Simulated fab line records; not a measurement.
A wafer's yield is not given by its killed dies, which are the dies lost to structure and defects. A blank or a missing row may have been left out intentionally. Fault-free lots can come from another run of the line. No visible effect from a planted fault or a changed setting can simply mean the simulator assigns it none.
Split-lot experiment -- flow n5Finfet -- 21 wafers read from 7 lots, route of 1938 steps

THE SPLIT
At N5_FIN_CUT_COAT_19 (time 60 s, resist thk 20 nm), the setting spinRpm was moved away from the recipe's 1500 rpm on 5 of the 21 wafers read, by -9.7% to +4.9%. The other wafers ran this setting at the recipe's value.

FROM THE SPLIT TO THE READING: what the file shows between them, 4 steps
- N5_FIN_CUT_COAT_29: time 60 s, resist thk 10 nm
- N5_FIN_CUT_COAT_02: resist thk 30 nm
- N5_FIN_CUT_DESCUM_13: chemistry O2, time 7 s
- N5_FIN_CUT_ETCH_30: etches underlayer in N2/H2, target depth 13 nm, time 10.4 s

THE READING
etch.depthNm (the simulator's own value, which no gauge read), in nm, at N5_FIN_CUT_ETCH_20 (etches SiARC in CF4, target depth 26 nm, time 43.3 s). The file gives no usual value for it. Here, 16 wafers ran the recipe; their average is 20.02 nm with a standard deviation of 0.032 nm.

wafer,"tool, chamber at the split","spinRpm as run, rpm",against the recipe,"etch.depthNm, nm",against lot-mates on the recipe
L074.1,"lithoTrack-03, 0",1500,recipe,20.02,-
L074.4,"lithoTrack-03, 0",1500,recipe,20.02,-
L074.3,"lithoTrack-03, 0",1500,recipe,20.03,-
L076.1,"lithoTrack-05, 0",1500,recipe,20.03,-
L076.3,"lithoTrack-05, 0",1380,-8.0%,20.76,+0.73
L076.6,"lithoTrack-05, 0",1380,-8.0%,20.81,+0.78
L077.1,"lithoTrack-03, 0",1500,recipe,19.99,-
L077.4,"lithoTrack-03, 0",1500,recipe,20.02,-
L077.5,"lithoTrack-03, 0",1500,recipe,20.05,-
L086.1,"lithoTrack-04, 0",1500,recipe,20.1,-
L086.5,"lithoTrack-04, 0",1500,recipe,20.02,-
L086.6,"lithoTrack-04, 0",1354,-9.7%,21.17,+1.11
L088.1,"lithoTrack-03, 0",1500,recipe,20.05,-
L088.3,"lithoTrack-03, 0",1554,+3.6%,19.73,-0.31
L088.6,"lithoTrack-03, 0",1500,recipe,20.03,-
L094.1,"lithoTrack-05, 0",1500,recipe,20.01,-
L094.4,"lithoTrack-05, 0",1500,recipe,20.02,-
L094.5,"lithoTrack-05, 0",1500,recipe,20.02,-
L096.1,"lithoTrack-04, 0",1500,recipe,20.01,-
L096.3,"lithoTrack-04, 0",1574,+4.9%,19.4,-0.58
L096.6,"lithoTrack-04, 0",1500,recipe,19.94,-

FIT RESULTS
A straight line over all 21 wafers: etch.depthNm changes by -0.106 nm for each +1% of spinRpm; r = -0.99; the points scatter about the line by 0.057 nm.
The same after taking each lot's own level away (the mean of its wafers on the recipe; 21 wafers): -0.103 nm for each +1%; r = -0.99; scatter 0.045 nm.
That fit puts the effect of the largest move of spinRpm on the reading at 1 nm.
From 19.975 to 20.060 nm: that is the span of the lots' own levels, equal to 2.7 times the standard deviation above.
Hence the lot-to-lot level has little effect on the slope; both slopes agree.
Check: with one of the wafers moved furthest among these (-9.7%) left out of the fit, the line predicts +0.941 nm for it against its lot-mates. It came out at +1.11 nm against them.

ADDITIONAL SPLITS CARRIED BY THESE WAFERS
Note: prior to the reading, these wafers also went through further splits. Each is held against what the fit with the lots' levels taken away leaves over:
other split on the same wafers,wafers away from the commonest value,r with etch.depthNm (lot level and that fit taken away)
N5_WELL_APT_COAT_02 spinRpm,5,+0.20
N5_WELL_APT_EXPOSE_22 doseMj,10,+0.38
N5_WELL_APT_DEVELOP_24 developTimeS,8,-0.07
N5_FIN_CUT_COAT_18 spinRpm,10,-0.03

THE WHOLE CHAIN: every reading that the file lists as answering this split, in the file's order
step,what it does,reading,change (the file's fit),r (the file's)
N5_FIN_CUT_COAT_19,"time 60 s, resist thk 20 nm","SiARC_of_FIN_CUT_COAT_19.thkNm (the simulator's own value, which no gauge read)",-0.111 nm for each +1% of the setting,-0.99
N5_FIN_CUT_ETCH_20,"etches SiARC in CF4, target depth 26 nm, time 43.3 s","etch.depthNm (the simulator's own value, which no gauge read)",-0.106 nm for each +1% of the setting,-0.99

THE FILE'S OWN FIT
etch.depthNm changes by -0.106 nm for each +1% of spinRpm, r = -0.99.
